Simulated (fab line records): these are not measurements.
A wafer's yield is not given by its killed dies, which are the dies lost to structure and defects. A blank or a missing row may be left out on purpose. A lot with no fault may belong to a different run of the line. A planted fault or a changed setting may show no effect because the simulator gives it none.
A struck lot beside a sound one -- flow nand harc -- 13 out of 1302 route steps
Sound: these wafers, L114.1, L114.2, L114.3. Struck: wafer L116.3. (L116.1, L116.2 of the same lot were not struck and are left out.) The cause comes at the end.
Order at every step that has rows: each side's tool, ch and its chambers, its first start. Under that, the readings that differ: sound wafers -- struck wafers -- difference of the means -- sigmas: that difference in standard deviations of wafers without a fault.
alike: a reading whose means differ by less than 2 such deviations, as well as words and numbers matching on both sides. not compared: withheld readings; readings where some wafer has no value; bounds like >300 that might hide an equal value; numbers whose values overlap and for which the record gives no deviation.
Wherever a step has rows on one side only, a row that says differs or no value, or a row with sigmas, the two part there. When numbers do not overlap yet have no deviation, they are printed without sigmas and do not part them. A reading that every wafer of one side lacks parts them only if that side has two wafers or more.

NHARC_A_SLIT_ETCH_29: etches the open film in CF4/O2, target depth 100 nm, overetch 10 nm, time 55 s.
  sound on rie diel-04 ch 0,1,3, day 24 00:19; struck on rie diel-13 ch 2, day 24 22:56
reading,sound,struck,difference,sigmas
rf hours counter h (h),1.5 1.6 2.1,4.3,+2.6,
  alike: drypump motor current A, oes product au, rf vpp V, showerhead plenum p Torr, throttle valve pct
NHARC_A_SLIT_STRIP_18: strips in O2.
  sound: rie diel-04 ch 1,2,3; struck: rie diel-13 ch 1
reading,sound,struck,difference,sigmas
drypump motor current A (A),5.9 5.5 5.0,6.7,+1.2,+2
rf hours counter h (h),1.5 2.2 2.1,3.9,+2.0,
  alike: oes product au, rf vpp V, showerhead plenum p Torr, throttle valve pct
then, 2 steps without rows for these wafers: NHARC_A_SLIT_PRECLEAN_19 (cleans in SC1); NHARC_A_SLIT_SRD_20.
NHARC_A_SLIT_CD_MEAS_21:
  sound on cd sem-01, day 24 00:51; struck on cd sem-03, day 24 23:28
  alike: cd nm
then, 3 steps without rows for these wafers: NHARC_A_SIN_REMOVE_WET_00 (chemistry H3PO4, time 15300 s); NHARC_A_SIN_REMOVE_PRECLEAN_01 (cleans in SC1); NHARC_A_SIN_REMOVE_SRD_02.
NHARC_A_SIN_REMOVE_INSPECT_04:
  sound on defect inspect-02, day 24 10:35; struck on defect inspect-01, day 25 06:02
  alike: raw defect count
NHARC_A_WL_FILL_ALD_00: deposits Al2O3, target thk 3 nm, pulse time 3 s, ald cycles 30.
  sound on ald hk-04 ch 0,1,2, day 24 10:40; struck on ald hk-04 ch 1, day 25 06:06
  alike: heater power w, precursor pulse height rel
  not compared: ald cycles
NHARC_A_WL_FILL_RTA_01: time 5 s.
  sound on rtp anneal-01 ch 0, day 24 10:56; struck on rtp anneal-01 ch 0, day 25 06:22
  alike: lamp power pct, lamp_zone_4_pct, wafer_temp_C_max
NHARC_A_WL_FILL_ALD_02: deposits TiN, target thk 2 nm, pulse time 3 s, ald cycles 100.
  sound on ald metal-04 ch 1,2,3, day 24 11:09; struck on ald metal-04 ch 0, day 25 06:35
reading,sound,struck,difference,sigmas
ald cycles,100 100 100,126,+26,
  alike: heater power w, precursor pulse height rel
next, for these wafers, 1 step has no rows: NHARC_END_SORT_01.

## WHERE THEY PART
At NHARC_A_SLIT_STRIP_18 and nowhere else, as far as this record goes. Later steps at which nothing parts them and some readings are alike: NHARC_A_SLIT_CD_MEAS_21, NHARC_A_SIN_REMOVE_INSPECT_04, NHARC_A_WL_FILL_ALD_00, NHARC_A_WL_FILL_RTA_01, NHARC_A_WL_FILL_ALD_02.

WHY: whatever the simulator had introduced
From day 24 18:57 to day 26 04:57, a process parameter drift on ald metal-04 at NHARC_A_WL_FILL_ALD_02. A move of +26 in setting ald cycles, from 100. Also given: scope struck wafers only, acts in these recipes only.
